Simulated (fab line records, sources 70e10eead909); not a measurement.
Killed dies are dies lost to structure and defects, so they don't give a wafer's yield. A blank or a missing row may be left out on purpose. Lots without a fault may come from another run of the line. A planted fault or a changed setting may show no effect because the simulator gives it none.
fab line records | flow nand_harc
record lots=6 wafers=18 last_day=31
route steps=1302 shown A_ONON_D1@445 A_CHANNEL_HOLE_D1@450 END@1302
lots that met no fault: from a run of the same line without faults
start_h: hours from the record's first day to the start of the lot's first wafer shown | wait_h: hours since the lot's step before | " the same as in the row above | L1.1+2: a row that stands for several wafers | - no value, or no start given | * or withheld: withheld | < > ~ a bound
route shown NAME@n: a module of which the file shows steps, and the number in the route of the first | usual: mean/standard deviation of fault-free wafers | same: alike in all rows | chamber/n: place in a boat | sites: the reading at each site | _std_site: their standard deviation | _edge_site: outer sites' mean less inner sites' | radius_mm: how far each site lies from the wafer's centre | mask NAME#n: copy n | behind: the tool/chamber that last shaped the wafer | hold: why the lot was held/for how many hours/how that ended | device: the transistor (n, p or np) that didn't switch | end of line: the same wafers' tests at the end of the route | a step without rows: its recipe alone | killed: dies lost to structure and defects at the first sort, not the wafer's yield | map: a wafer's dies, x killed, . not, _ none there
set.NAME: the setting as run; set.NAME@STEP: as run at that earlier step | model.NAME: the simulator's own value behind a step, which no gauge read
lots at some steps of the route; a table a step, a row a wafer
services: from which hour (start_h, from the record's first day; less than 0 if before it) a tool's chamber was out of use, for how many hours, and why
## steps
# step NHARC_A_ONON_D1_THK_MEAS_30
# recipe thk_meas_gauge=ellipsometry
# usual thk_nm=1001/10
# columns lot.wafer tool chamber start_h wait_h thk_nm
L522.2 film_metro-01 - 190.14 - 1019
L522.3 " - " " 1017
L522.4 " - " " 1017
L524.1 film_metro-02 - 204.81 - 1003
L524.5 " - " " 1001
L524.6 " - " " 1001
L526.3 film_metro-02 - 236.99 - 1012
L526.4 " - " " 1010
L526.5 " - " " 1010
L533.1 film_metro-01 - 291.61 - 1000
L533.3 " - " " 1003
L533.5 " - " " 1001
L537.1 film_metro-02 - 342.20 - 1007
L537.4 " - " " 1007
L537.5 " - " " 1005
L539.1 film_metro-01 - 347.06 - 1002
L539.5 " - " " 1002
L539.6 " - " " 1002
# step NHARC_A_ONON_D1_DEP_33
# recipe target_thk_a=2000 temp_c=400 pressure_torr=6.5 rf_w=900 teos_flow_sccm=161.4 flow_sccm=2650 target_thk_nm=200 gas=O2 material=SiO2
# usual chamber_pressure_Torr=6.499/0.015 heater_power_w=568/70 throttle_valve_pct=16.1/0.57
# columns lot.wafer tool chamber start_h wait_h chamber_pressure_Torr heater_power_w throttle_valve_pct
L522.2 pecvd-01 2 190.27 0.1 6.504 592 14.8
L522.3 " 0 " " 6.504 595 16.4
L522.4 " 2 " " 6.507 614 15.1
L524.1 pecvd-02 1 204.96 0.1 6.503 563 15.9
L524.6 " 0 " " 6.508 431 16.4
L524.5 " 1 " " 6.494 590 15.7
L526.3 pecvd-03 0 237.14 0.1 6.516 535 15.6
L526.4 " 2 " " 6.499 605 16.9
L526.5 " 0 " " 6.490 525 15.6
L533.1 pecvd-03 0 291.67 0.1 6.482 520 15.8
L533.3 " 1 " " 6.533 577 16.1
L533.5 " 1 " " 6.527 436 15.9
L537.1 pecvd-01 0 342.35 0.1 6.505 695 16.4
L537.5 " 1 " " 6.507 618 16.4
L537.4 " 2 " " 6.501 632 15.3
L539.1 pecvd-01 0 347.11 0.1 6.516 592 16.3
L539.6 " 1 " " 6.489 627 16.6
L539.5 " 2 " " 6.486 643 15.0
# step NHARC_A_ONON_D1_THK_MEAS_34
# recipe thk_meas_gauge=ellipsometry
# usual thk_nm=201/3
# columns lot.wafer tool chamber start_h wait_h thk_nm
L522.2 film_metro-02 - 190.76 0.4 196
L522.3 " - " " 201
L522.4 " - " " 203
L524.1 film_metro-02 - 205.28 - 197
L524.5 " - " " 201
L524.6 " - " " 201
L526.3 film_metro-01 - 237.46 - 196
L526.4 " - " " 201
L526.5 " - " " 202
L533.1 film_metro-02 - 292.08 - 205
L533.3 " - " " 202
L533.5 " - " " 203
L537.1 film_metro-02 - 342.68 - 203
L537.4 " - " " 204
L537.5 " - " " 204
L539.1 film_metro-01 - 347.53 - 198
L539.5 " - " " 203
L539.6 " - " " 204
# step NHARC_A_ONON_D1_INSPECT_32
# usual raw_defect_count=75/29
# columns lot.wafer tool chamber start_h wait_h raw_defect_count
L522.2 defect_inspect-02 - 190.84 0.0 65
L522.3 " - " " 99
L522.4 " - " " 112
L524.1 defect_inspect-01 - 205.37 0.0 95
L524.5 " - " " 82
L524.6 " - " " 72
L526.3 defect_inspect-01 - 237.54 0.0 43
L526.4 " - " " 59
L526.5 " - " " 56
L533.1 defect_inspect-02 - 292.14 0.0 46
L533.3 " - " " 27
L533.5 " - " " 42
L537.1 defect_inspect-02 - 342.74 0.0 131
L537.4 " - " " 81
L537.5 " - " " 91
L539.1 defect_inspect-02 - 347.62 0.0 54
L539.5 " - " " 47
L539.6 " - " " 46
# step NHARC_A_CHANNEL_HOLE_D1_DEP_00
# recipe target_thk_a=31000 temp_c=400 material=aC
# usual throttle_valve_pct=35.000/0.0093
# columns lot.wafer tool chamber start_h wait_h throttle_valve_pct
L522.2 acl_dep-02 0 192.78 1.9 35.003
L522.3 " 0 " " 34.999
L522.4 " 0 " " 35.001
L524.1 acl_dep-03 0 208.45 3.1 35.006
L524.5 " 0 209.72 4.4 35.010
L524.6 " 0 " " 34.998
L526.3 acl_dep-02 0 238.25 0.7 34.994
L526.4 " 0 " " 34.994
L526.5 " 0 " " 35.010
L533.1 acl_dep-01 0 292.21 0.1 35.004
L533.3 " 0 " " 34.997
L533.5 " 0 " " 34.992
L537.1 acl_dep-01 0 342.81 0.1 34.996
L537.4 " 0 " " 34.984
L537.5 " 0 " " 35.008
L539.1 acl_dep-03 0 348.81 1.2 34.997
L539.5 " 0 350.08 2.5 35.017
L539.6 " 0 " " 35.012
# step NHARC_A_CHANNEL_HOLE_D1_DEP_01
# recipe target_thk_a=1400 target_thk_nm=140 temp_c=400 pressure_torr=3.5 flow_sccm=200 rf_w=350 material=SiON
# usual chamber_pressure_Torr=3.500/0.0078 heater_power_w=738/66
# columns lot.wafer tool chamber start_h wait_h chamber_pressure_Torr heater_power_w
L522.3 pecvd-02 0 194.41 1.0 3.492 645
L522.2 " 1 " " 3.494 793
L522.4 " 1 " " 3.497 795
L524.1 pecvd-04 1 210.38 1.6 3.499 787
L524.5 " 1 " " 3.496 799
L524.6 " 0 " " 3.490 762
L526.3 pecvd-03 1 239.58 1.0 3.495 715
L526.4 " 0 " " 3.502 613
L526.5 " 1 " " 3.503 729
L533.3 pecvd-02 1 294.17 1.0 3.507 786
L533.1 " 2 " " 3.489 763
L533.5 " 0 " " 3.500 628
L537.1 pecvd-03 1 344.78 1.7 3.502 618
L537.4 " 2 " " 3.493 814
L537.5 " 0 " " 3.497 649
L539.1 pecvd-02 0 350.76 1.6 3.480 716
L539.5 " 2 " " 3.501 635
L539.6 " 0 " " 3.478 707
# step NHARC_A_CHANNEL_HOLE_D1_DEHYDRATE_02
# recipe temp_c=150 time_s=120
# step NHARC_A_CHANNEL_HOLE_D1_HMDS_03
# recipe time_s=30
# step NHARC_A_CHANNEL_HOLE_D1_COAT_36
# recipe temp_c=260 time_s=75
# step NHARC_A_CHANNEL_HOLE_D1_COAT_37
# recipe temp_c=225 time_s=65
# step NHARC_A_CHANNEL_HOLE_D1_COAT_04
# recipe spin_rpm=1500 resist_thk_nm=90
# step NHARC_A_CHANNEL_HOLE_D1_SOFTBAKE_05
# recipe temp_c=105 time_s=55
# usual heater_power_total_W=188.47/0.14
# columns lot.wafer tool chamber start_h wait_h heater_power_total_W
L522.2 litho_track-01 0 194 - 188.45
L522.3 " 0 " " 188.52
L522.4 " 0 " " 188.53
L524.1 litho_track-06 0 210 - 188.40
L524.5 " 0 " " 188.69
L524.6 " 0 " " 188.47
L526.3 litho_track-06 0 239 - 188.37
L526.4 " 0 " " 188.63
L526.5 " 0 " " 188.74
L533.1 litho_track-01 0 294 - 188.36
L533.3 " 0 " " 188.34
L533.5 " 0 " " 188.33
L537.1 litho_track-01 0 345 - 191.94
L537.4 " 0 " " 192.01
L537.5 " 0 " " 192.33
L539.1 litho_track-01 0 351 - 191.91
L539.5 " 0 " " 191.97
L539.6 " 0 " " 191.87
# step NHARC_A_CHANNEL_HOLE_D1_EBR_06
# step NHARC_END_SORT_01
# recipe temp_c=25
# usual killed_at_array=56/19 killed_at_other=1.0/1.5 killed_at_periphery=3.4/2.4 killed_dies=60/19 killed_open=3.3/1.8 killed_short=2.4/1.7
# same gross_dies=677
# columns lot.wafer tool chamber start_h wait_h killed_at_array killed_at_other killed_at_periphery killed_dies killed_open killed_short
L522.2 prober-01 0 570.54 2.8 17 3 2 22 4 1
L522.3 prober-01 0 571.34 3.1 24 2 7 33 3 5
L522.4 prober-01 0 572.14 3.4 32 6 2 40 4 4
# killed by level:class
L522.2 A_CHANNEL_HOLE_D2:chamber_film_flake=4 THIN_TSV:chamber_film_flake=3 A_CHANNEL_HOLE_D1:geometric_particle:open=2 A_DECK1_JOINT:chamber_film_flake=2 A_CONTACT:chamber_film_flake=2 A_ONON_D1:geometric_particle:open=1 A_CHANNEL_FILL_D2:geometric_particle:open=1 A_WL_FILL:geometric_particle:short=1
L522.3 A_CHANNEL_HOLE_D2:chamber_film_flake=9 P_GATE:chamber_film_flake=5 A_STAIRCASE:chamber_film_flake=2 A_WL_FILL:chamber_film_flake=2 A_CONTACT:chamber_film_flake=2 THIN_TSV:chamber_film_flake=2 P_CONTACT:geometric_particle:open=1 A_DECK1_JOINT:geometric_particle:short=1
L522.4 A_CHANNEL_HOLE_D2:chamber_film_flake=9 A_WL_FILL:chamber_film_flake=7 THIN_TSV:chamber_film_flake=6 A_DECK1_JOINT:chamber_film_flake=3 A_CONTACT:chamber_film_flake=3 A_SOURCE_PLATE:geometric_particle:short=2 P_CONTACT:geometric_particle:open=1 A_DECK1_JOINT:geometric_particle:open=1
## services
# columns tool chamber start_h hours kind
pecvd-04 2 173.13 5.0 repair
litho_track-06 - 179.00 7.0 pm
pecvd-03 - 185.24 13.0 pm
pecvd-03 0 185.24 13.0 vent_cycle
pecvd-03 1 185.24 13.0 vent_cycle
pecvd-03 2 185.24 13.0 vent_cycle
acl_dep-01 - 188.81 13.0 pm
pecvd-03 0 198.24 - clean
pecvd-03 1 198.24 - clean
pecvd-03 2 198.24 - clean
pecvd-02 - 206.69 0.9 repair
pecvd-04 - 207.83 0.7 repair
pecvd-03 - 216.61 0.9 repair
pecvd-02 - 227.10 13.0 pm
pecvd-02 0 227.10 13.0 vent_cycle
pecvd-01 1 241.02 4.1 repair
acl_dep-02 - 244.91 13.0 pm
pecvd-02 2 246.04 5.0 repair
pecvd-04 - 269.00 13.0 pm
pecvd-02 2 294.41 2.9 repair
pecvd-04 0 305.44 6.8 repair
acl_dep-03 - 306.85 13.0 pm
pecvd-01 - 311.18 13.0 pm
litho_track-01 - 330.00 7.0 pm
## key
first_sign step=NHARC_A_CHANNEL_HOLE_D1_SOFTBAKE_05 reading=heater_power_total_W direction=up sigmas=25 usual=* struck=*
effect none on later readings
met_at NHARC_A_CHANNEL_HOLE_D1_SOFTBAKE_05
struck_wafers L537.1,L537.4,L537.5,L539.1,L539.5,L539.6
tester_left_out L537,L539
onset_between 294 345
fault kind=process_parameter_drift tool=litho_track-01 chamber=- onset_h=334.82 steps=NHARC_A_CHANNEL_HOLE_D1_SOFTBAKE_05 channel=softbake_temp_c offset=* shape=step end_h=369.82 acts_in=* stated=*
# tester_left_out: of these lots the tester's yield and bins aren't shown, on N5 and GAA mostly nor the transistor test; their killed dies are dies lost to structure and defects alone, not to doping, threshold or leakage, so they don't give the yield
